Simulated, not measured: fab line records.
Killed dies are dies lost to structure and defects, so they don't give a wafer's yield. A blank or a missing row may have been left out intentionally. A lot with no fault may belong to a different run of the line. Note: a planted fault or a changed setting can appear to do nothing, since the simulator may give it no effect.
Matching of chambers :: flow nand-harc :: rie-diel-07 running NHARC_A_STAIRCASE_ETCH_313: 4 sister chambers
The step etches the open film in CF4/CHF3. 4 wafers are shown with their chamber, then 7 later ones without.

## WAFERS WITH THEIR CHAMBER
wafer: L085.1
chamber: 3
showerhead-plenum-p-Torr (Torr): 1.61

wafer: L086.2
chamber: 2
showerhead-plenum-p-Torr (Torr): 1.49

wafer: L087.1
chamber: 1
showerhead-plenum-p-Torr (Torr): 1.48

wafer: L087.4
chamber: 0
showerhead-plenum-p-Torr (Torr): 1.69

## WAFERS MISSING THEIR CHAMBER
wafer: L087.5
showerhead-plenum-p-Torr (Torr): 1.49

wafer: L088.2
showerhead-plenum-p-Torr (Torr): 1.49

wafer: L088.4
showerhead-plenum-p-Torr (Torr): 1.69

wafer: L088.5
showerhead-plenum-p-Torr (Torr): 1.69

wafer: L096.2
showerhead-plenum-p-Torr (Torr): 1.60

wafer: L096.5
showerhead-plenum-p-Torr (Torr): 1.60

wafer: L096.6
showerhead-plenum-p-Torr (Torr): 1.69

## THE CHAMBER EACH PASSED THROUGH
wafer: L087.5
from the rows above: can't be placed: 2 or 1
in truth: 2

wafer: L088.2
from the rows above: can't be placed: 2 or 1
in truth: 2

wafer: L088.4
from the rows above: 0
in truth: 0

wafer: L088.5
from the rows above: 0
in truth: 0

wafer: L096.2
from the rows above: 3
in truth: 3

wafer: L096.5
from the rows above: 3
in truth: 3

wafer: L096.6
from the rows above: 0
in truth: 0
Correct placement for 5 of the 7. Cannot be placed on the basis of these rows: 2; the candidates contain the true chamber in 2. Placed wrongly: 0.
How it was worked out, from the rows above alone: a wafer's distance from a chamber is the root of the sum, over the readings, of the square of ((its reading less the chamber's mean) divided by the reading's scatter). The wafer belongs to the nearest chamber; if the next one is less than 2 further off, it can't be placed. Each chamber's mean is taken over the wafers shown for it. The scatter: root of mean squared gap, hidden wafer to nearest shown wafer, with one shown wafer a chamber.
